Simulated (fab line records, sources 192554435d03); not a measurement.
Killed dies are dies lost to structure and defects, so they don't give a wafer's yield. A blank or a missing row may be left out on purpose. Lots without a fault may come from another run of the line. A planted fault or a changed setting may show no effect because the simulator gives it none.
Split-lot experiment | flow n5_finfet | 7 lots, 21 wafers read, on a route of 1938 steps

THE SPLIT
At N5_BEOL_M2_ETCH_69 (etches SiARC in CF4, target depth 15.6 nm, time 26 s), the setting bias_w was moved away from the recipe's 36 W on 4 of the 21 wafers read, by -16.9% to +13.7%. The other wafers ran this setting at the recipe's value.

The reading is taken at the split's own step.

THE READING
rf_vpp_V, in V, at N5_BEOL_M2_ETCH_69 (etches SiARC in CF4, target depth 15.6 nm, time 26 s). Fault-free wafers of this fab line usually give 184.4 V, standard deviation 1.2 V.

wafer  | tool, chamber at the split | bias_w as run, W | against the recipe | rf_vpp_V, V | against lot-mates on the recipe
L076.3 | rie_diel-05, 1             | 31.3             | -13.1%             | 168.9       | -14.4
L076.4 | rie_diel-05, 2             | 36               | recipe             | 182.4       | -
L076.6 | rie_diel-05, 2             | 36               | recipe             | 184.2       | -
L079.1 | rie_diel-02, 3             | 36               | recipe             | 181.2       | -
L079.2 | rie_diel-02, 0             | 36               | recipe             | 185.2       | -
L079.5 | rie_diel-02, 3             | 36               | recipe             | 182.1       | -
L078.1 | rie_diel-05, 3             | 36               | recipe             | 185.3       | -
L078.2 | rie_diel-05, 1             | 36               | recipe             | 181.9       | -
L078.5 | rie_diel-05, 1             | 36               | recipe             | 181.9       | -
L081.1 | rie_diel-03, 2             | 36               | recipe             | 184.5       | -
L081.2 | rie_diel-03, 3             | 36               | recipe             | 185.5       | -
L081.4 | rie_diel-03, 0             | 36               | recipe             | 183.6       | -
L082.2 | rie_diel-02, 3             | 36               | recipe             | 182.2       | -
L082.3 | rie_diel-02, 2             | 36               | recipe             | 185.6       | -
L082.5 | rie_diel-02, 1             | 40.92            | +13.7%             | 201.4       | +17.5
L084.2 | rie_diel-03, 0             | 36               | recipe             | 185.2       | -
L084.3 | rie_diel-03, 3             | 36               | recipe             | 183.7       | -
L084.5 | rie_diel-03, 0             | 36               | recipe             | 183.7       | -
L095.2 | rie_diel-05, 1             | 29.9             | -16.9%             | 163.9       | -22.2
L095.3 | rie_diel-05, 0             | 36               | recipe             | 186.1       | -
L095.5 | rie_diel-05, 0             | 29.9             | -16.9%             | 164.4       | -21.7

THE FIT
A straight line over all 21 wafers: rf_vpp_V changes by +1.19 V for each +1% of bias_w; r = +0.98; the points scatter about the line by 1.5 V.
The same after taking each lot's own level away (the mean of its wafers on the recipe; 21 wafers): +1.26 V for each +1%; r = +0.99; scatter 1.3 V.
On that fit, the largest move of bias_w shifts the reading by 21 V.
The lots' own levels span 182.83 to 186.10 V, that is 2.7 times the standard deviation above.
So the lot-to-lot level changes the slope little: the two slopes agree.
Check: with one of the wafers moved furthest among these (-16.9%) left out of the fit, the line predicts -20.9 V for it against its lot-mates. It came out at -22.2 V against them.
Tool readings at the split's step, against how far the setting was moved: rf_vpp_V r = +0.98.

OTHER SPLITS ON THESE WAFERS
These wafers also went through other splits before the reading. Each is held against what the fit with the lots' levels taken away leaves over:
other split on the same wafers            | wafers away from the commonest value | r with rf_vpp_V (lot level and that fit taken away)
N5_GATE_CUT_ETCH_36 cf4_flow_sccm         | 4                                    | -0.20
N5_MOL_CONTACT_COAG_SPUTTER_130 power_w   | 6                                    | +0.14
N5_MOL_CONTACT_COAG_COAT_64 spin_rpm      | 4                                    | -0.07
N5_BEOL_M0_SAQP_SPACER1_ALD_98 ald_cycles | 8                                    | +0.03
N5_BEOL_M0_ETCH_138 source_w              | 6                                    | +0.13
N5_BEOL_M1_COAT_05 spin_rpm               | 8                                    | +0.15
N5_BEOL_M1_ETCH_64 bias_w                 | 9                                    | +0.14

THE FILE'S OWN FIT
rf_vpp_V changes by +1.24 V for each +1% of bias_w, r = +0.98.
